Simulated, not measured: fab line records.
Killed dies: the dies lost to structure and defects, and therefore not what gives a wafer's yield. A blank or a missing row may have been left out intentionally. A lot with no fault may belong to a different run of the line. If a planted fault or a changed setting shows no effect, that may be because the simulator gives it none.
fab line records	flow nand-harc	part 2 of 2: steps 5 to 6 of 6
record lots=24	wafers=72	last-day=24
route steps=1159 shown A_CONTACT@865
lots that met no fault: taken from a fault-free run of the same line
start-h: the number of hours between the record's first day and the start of the first shown wafer of the lot	wait-h: hours elapsed since this lot's preceding step	" the same as in the row above	L1.1+2: a single row standing in for several wafers	- no value, or no start given	* or withheld: withheld	< > ~ a bound
route shown NAME@n: NAME is a module with steps in the file, n the number in the route of the first one	usual: average and standard deviation across the fault-free wafers	same: alike in all rows	chamber/n: place in a boat	sites: readings site by site	_std_site: the values' standard deviation	_edge_site: outer sites' mean less inner sites'	radius-mm: for every site, how far away it sits from the centre of the wafer	mask NAME#n: copy n	behind: the most recent tool/chamber to have shaped the wafer	hold: cause of the lot's hold/its duration in hours/its outcome	device: which transistor (n, p or np) failed to switch	end of line: the route-end tests of the same wafers	step lacking rows: just its recipe	killed: count of dies lost to structure and defects at first sort (not the wafer's yield)	map: the dies of a wafer, with x for killed, . for not killed, _ for no die there
set.NAME: the run value of the setting; set.NAME@STEP: its run value at that earlier step	model.NAME: the simulator's own value behind a step, which no gauge read
the route's steps for a sample of lots (tables are steps, rows are wafers)
services: the hour from which a tool's chamber was out of use, counted from the record's first day as start-h (under 0 if before that day), plus the number of hours and why
## steps
# step NHARC_A_CONTACT_ETCH_134
# recipe source-w=withheld	pressure-mtorr=20	bias-v=withheld	time-s=140	target-depth-a=7000	ar-flow-sccm=withheld	c4f8-flow-sccm=withheld	o2-flow-sccm=withheld	chemistry=C4F8/O2/Ar
# usual chamber-pressure-mTorr=20.000/0.022
lot.wafer	tool	chamber	start-h	wait-h	chamber-pressure-mTorr	rf-hours-counter-h
L074.1	har-cap-etch-02	1	369.77	-	19.861	9
L074.3	"	1	"	"	19.982	-
L074.5	"	0	"	"	20.016	-
L075.2	har-cap-etch-01	0	387.69	-	19.994	62
L075.1	"	1	"	"	20.024	62
L075.3	"	1	"	"	20.021	-
L076.2	har-cap-etch-03	0	393.25	-	19.978	86
L076.3	"	0	"	"	19.989	-
L076.6	"	0	"	"	20.036	-
L077.1	har-cap-etch-02	0	395.64	-	20.037	14
L077.2	"	1	"	"	20.005	14
L077.3	"	1	"	"	20.007	-
L078.1	har-cap-etch-01	1	400.22	-	19.988	64
L078.4	"	0	"	"	20.007	-
L078.6	"	0	"	"	20.000	-
L082.2	har-cap-etch-01	1	416.21	-	19.974	66
L082.6	"	0	"	"	19.995	-
L082.5	"	1	"	"	20.004	-
L079.3	har-cap-etch-01	1	422.35	-	19.950	-
L079.4	"	0	"	"	19.992	-
L079.6	"	0	"	"	20.010	-
L080.1	har-cap-etch-01	1	427.08	-	19.999	68
L080.4	"	0	"	"	19.993	-
L080.5	"	1	"	"	19.988	-
L081.1	har-cap-etch-01	1	431.61	-	20.008	68
L081.2	"	0	"	"	20.003	68
L081.4	"	1	"	"	19.987	-
L085.2	har-cap-etch-03	0	442.68	-	19.978	95
L085.3	"	1	"	"	20.018	-
L085.6	"	1	"	"	19.986	-
L084.3	har-cap-etch-01	0	443.54	-	19.978	-
L084.4	"	1	"	"	19.991	-
L084.5	"	0	"	"	19.995	-
L087.1	har-cap-etch-03	1	447.82	-	19.994	96
L087.5	"	1	"	"	20.033	-
L087.6	"	0	"	"	20.035	-
L086.2	har-cap-etch-01	1	448.26	-	19.990	72
L086.3	"	0	"	"	19.999	-
L086.5	"	0	"	"	19.993	-
L083.4	har-cap-etch-01	0	451.68	-	20.011	-
L083.5	"	0	"	"	20.017	-
L083.6	"	1	"	"	20.020	-
L089.1	har-cap-etch-01	0	464.21	-	19.978	74
L089.4	"	1	"	"	20.004	-
L089.3	"	0	"	"	20.013	-
L088.1	har-cap-etch-02	0	464.32	-	20.012	28
L088.2	"	1	"	"	20.011	28
L088.4	"	1	"	"	20.030	-
L090.4	har-cap-etch-01	1	482.70	-	20.019	-
L090.5	"	0	"	"	19.997	-
L090.6	"	1	"	"	20.003	-
L092.4	har-cap-etch-02	0	492.08	-	19.991	-
L092.6	"	1	"	"	19.977	-
L092.5	"	0	"	"	20.022	-
L093.1	har-cap-etch-01	1	492.35	-	20.021	79
L093.2	"	0	"	"	19.996	79
L093.3	"	1	"	"	20.002	-
L094.2	har-cap-etch-03	1	494.09	-	19.979	104
L094.1	"	0	"	"	19.971	104
L094.3	"	0	"	"	19.998	-
L091.2	har-cap-etch-02	1	497.42	-	19.986	33
L091.4	"	0	"	"	19.968	-
L091.5	"	1	"	"	20.005	-
L096.1	har-cap-etch-02	0	521.51	-	20.010	36
L096.4	"	1	"	"	20.003	-
L096.6	"	1	"	"	19.974	-
L095.3	har-cap-etch-01	0	523.64	-	20.007	-
L095.4	"	1	"	"	19.961	-
L095.6	"	0	"	"	19.982	-
L097.1	har-cap-etch-01	0	530.54	-	19.991	85
L097.4	"	0	"	"	19.999	-
L097.5	"	0	"	"	19.975	-
# step NHARC_A_CONTACT_STRIP_26
# recipe o2-flow-sccm=500	ar-flow-sccm=0	bias-w=0	chemistry=O2
# usual chamber-pressure-mTorr=60.00/0.051	drypump-motor-current-A=5.6/0.51	oes-product-au=1.006/0.012	rf-vpp-V=57.6/0.81	showerhead-plenum-p-Torr=3.48/0.12	throttle-valve-pct=17.037/0.01
# same bias-w=0
lot.wafer	tool	chamber	start-h	wait-h	chamber-pressure-mTorr	drypump-motor-current-A	oes-product-au	rf-hours-counter-h	rf-vpp-V	showerhead-plenum-p-Torr	throttle-valve-pct
L074.1	rie-diel-03	1	-	-	60.02	4.9	1.001	50	57.2	3.58	17.037
L074.3	"	3	"	"	60.00	6.0	1.026	57	57.7	3.48	17.029
L074.5	"	1	"	"	60.00	4.9	1.003	-	58.1	3.58	17.055
L075.3	rie-diel-03	2	-	-	59.94	5.2	0.990	67	58.4	3.61	17.040
L075.2	"	3	"	"	59.98	6.0	1.016	69	57.4	3.47	17.040
L075.1	"	0	"	"	60.03	5.1	1.017	67	58.1	3.48	17.025
L076.3	rie-diel-10	0	-	-	60.03	5.3	1.026	8	58.1	3.62	17.019
L076.2	"	3	"	"	60.04	5.5	0.990	7	56.8	3.34	17.047
L076.6	"	0	"	"	59.98	5.3	1.009	-	57.1	3.62	17.043
L077.2	rie-diel-10	2	-	-	60.01	5.4	1.013	7	56.8	3.29	17.037
L077.3	"	3	"	"	59.99	5.5	0.993	8	56.3	3.34	17.035
L077.1	"	1	"	"	59.95	6.8	1.018	8	57.8	3.45	17.028
L078.4	rie-diel-03	0	-	-	60.00	5.1	0.988	0	57.1	3.48	17.037
L078.1	"	1	"	"	59.98	4.9	1.001	0	57.5	3.57	17.033
L078.6	"	3	"	"	59.88	6.0	1.001	-	57.8	3.47	17.029
L082.2	rie-diel-12	2	-	-	59.99	6.1	0.981	14	59.1	3.67	17.033
L082.5	"	1	"	"	59.99	5.9	1.008	-	57.4	3.38	17.034
L082.6	"	2	"	"	60.08	6.1	0.985	-	58.7	3.67	17.038
L079.3	rie-diel-10	1	-	-	59.97	6.8	1.009	12	56.3	3.45	17.052
L079.4	"	3	"	"	60.02	5.5	0.982	12	58.7	3.34	17.032
L079.6	"	2	"	"	60.02	5.3	1.021	-	56.2	3.29	17.021
L080.1	rie-diel-10	1	-	-	59.95	6.8	1.019	13	55.8	3.45	17.056
L080.4	"	2	"	"	60.04	5.3	1.013	-	56.2	3.28	17.032
L080.5	"	1	"	"	60.03	6.8	1.018	-	58.2	3.45	17.038
L081.4	rie-diel-03	2	-	-	60.07	5.2	1.016	11	57.8	3.60	17.039
L081.2	"	3	"	"	59.85	6.1	1.015	10	57.7	3.46	17.043
L081.1	"	0	"	"	59.99	5.1	0.984	9	58.7	3.48	17.057
L085.2	rie-diel-03	0	-	-	59.99	5.1	0.996	14	57.6	3.47	17.042
L085.3	"	2	"	"	59.97	5.2	1.012	15	58.5	3.60	17.046
L085.6	"	0	"	"	59.98	5.1	0.999	-	57.4	3.47	17.038
L084.3	rie-diel-12	2	-	-	59.97	6.1	0.992	22	57.1	3.67	17.043
L084.4	"	3	"	"	59.95	5.3	1.003	22	58.3	3.56	17.038
L084.5	"	2	"	"	60.15	6.1	0.983	-	57.7	3.67	17.031
L087.1	rie-diel-03	1	-	-	59.90	4.9	1.010	17	56.7	3.56	17.030
L087.5	"	1	"	"	59.99	4.9	1.004	-	57.4	3.56	17.044
L087.6	"	2	"	"	59.92	5.2	1.018	-	57.8	3.60	17.021
L086.3	rie-diel-12	2	-	-	60.03	6.2	0.989	24	58.0	3.67	17.060
L086.2	"	3	"	"	60.09	5.3	0.998	24	57.9	3.56	17.039
L086.5	"	1	"	"	59.98	5.9	1.008	-	57.2	3.37	17.041
L083.4	rie-diel-12	0	-	-	60.05	5.6	0.998	25	58.4	3.58	17.050
L083.6	"	3	"	"	60.01	5.3	0.987	-	58.0	3.56	17.037
L083.5	"	0	"	"	60.00	5.6	0.997	-	58.2	3.58	17.051
L089.1	rie-diel-03	2	-	-	59.98	5.2	1.006	26	57.6	3.59	17.057
L089.3	"	0	"	"	59.93	5.1	1.001	22	56.2	3.47	17.043
L089.4	"	1	"	"	59.96	4.9	1.011	24	59.3	3.56	17.030
L088.4	rie-diel-12	0	-	-	60.01	5.6	0.993	29	57.3	3.58	17.028
L088.2	"	1	"	"	59.89	5.9	1.003	30	57.9	3.37	17.040
L088.1	"	2	"	"	60.02	6.1	0.990	30	57.9	3.66	17.038
L090.4	rie-diel-10	0	-	-	59.91	5.3	1.005	23	57.6	3.61	17.047
L090.6	"	1	"	"	59.92	6.8	1.018	-	57.0	3.44	17.038
L090.5	"	2	"	"	60.02	5.4	1.027	-	57.5	3.28	17.037
L092.5	rie-diel-10	0	-	-	60.07	5.3	1.021	-	56.7	3.61	17.026
L092.4	"	2	"	"	59.99	5.3	1.020	-	56.7	3.28	17.022
L092.6	"	3	"	"	59.93	5.5	0.994	-	57.5	3.33	17.029
L093.2	rie-diel-10	3	-	-	59.95	5.5	1.003	26	57.9	3.33	17.051
L093.3	"	0	"	"	60.01	5.3	1.018	24	58.2	3.61	17.048
L093.1	"	2	"	"	60.03	5.3	1.023	24	55.7	3.28	17.049
L094.2	rie-diel-10	1	-	-	60.03	6.8	1.019	25	58.2	3.44	17.045
L094.1	"	2	"	"	60.10	5.3	1.016	24	57.3	3.28	17.035
L094.3	"	3	"	"	59.96	5.5	0.999	26	57.0	3.33	17.038
L091.2	rie-diel-10	1	-	-	60.08	6.7	1.018	25	57.8	3.44	17.046
L091.4	"	3	"	"	60.07	5.5	0.996	26	56.7	3.33	17.031
L091.5	"	2	"	"	59.98	5.4	1.027	-	56.4	3.28	17.041
L096.1	rie-diel-10	0	-	-	60.00	5.3	1.021	30	59.2	3.61	17.026
L096.4	"	1	"	"	60.00	6.8	1.011	31	58.4	3.44	17.043
L096.6	"	0	"	"	60.04	5.3	1.009	-	57.8	3.61	17.036
L095.4	rie-diel-12	0	-	-	60.03	5.6	0.997	54	58.7	3.56	17.043
L095.3	"	1	"	"	60.04	5.9	1.001	51	57.5	3.36	17.048
L095.6	"	0	"	"	59.97	5.6	0.996	-	56.3	3.56	17.029
L097.4	rie-diel-12	2	-	-	59.96	6.1	0.984	51	58.7	3.65	17.034
L097.1	"	0	"	"	60.03	5.6	0.993	55	59.0	3.56	17.051
L097.5	"	3	"	"	59.99	5.3	1.002	-	57.6	3.55	17.033
## services
tool	chamber	start-h	hours	kind
har-cap-etch-03	-	330.21	0.7	repair
rie-diel-10	0	332.60	-	clean
rie-diel-10	1	332.60	-	clean
rie-diel-03	1	332.84	6.5	repair
pecvd-02	-	334.01	13.0	pm
rie-diel-12	1	337.97	1.2	repair
pecvd-04	2	343.23	18.0	repair
rie-diel-10	-	353.64	9.0	pm
pecvd-04	-	376.19	13.0	pm
rie-diel-12	-	379.86	9.0	pm
rie-diel-03	-	392.39	9.0	pm
rie-diel-10	0	425.60	8.0	repair
pecvd-04	1	441.35	3.8	repair
pecvd-03	0	451.16	4.9	repair
pecvd-03	-	473.03	13.0	pm
rie-diel-03	-	473.82	0.5	repair
rie-diel-10	2	474.83	1.8	repair
rie-diel-12	3	484.72	6.2	repair
rie-diel-10	1	490.87	4.7	repair
pecvd-02	1	509.15	12.6	repair
rie-diel-12	-	512.10	4.3	repair
pecvd-02	-	515.01	13.0	pm
pecvd-04	-	528.16	0.3	repair
rie-diel-10	-	530.64	9.0	pm
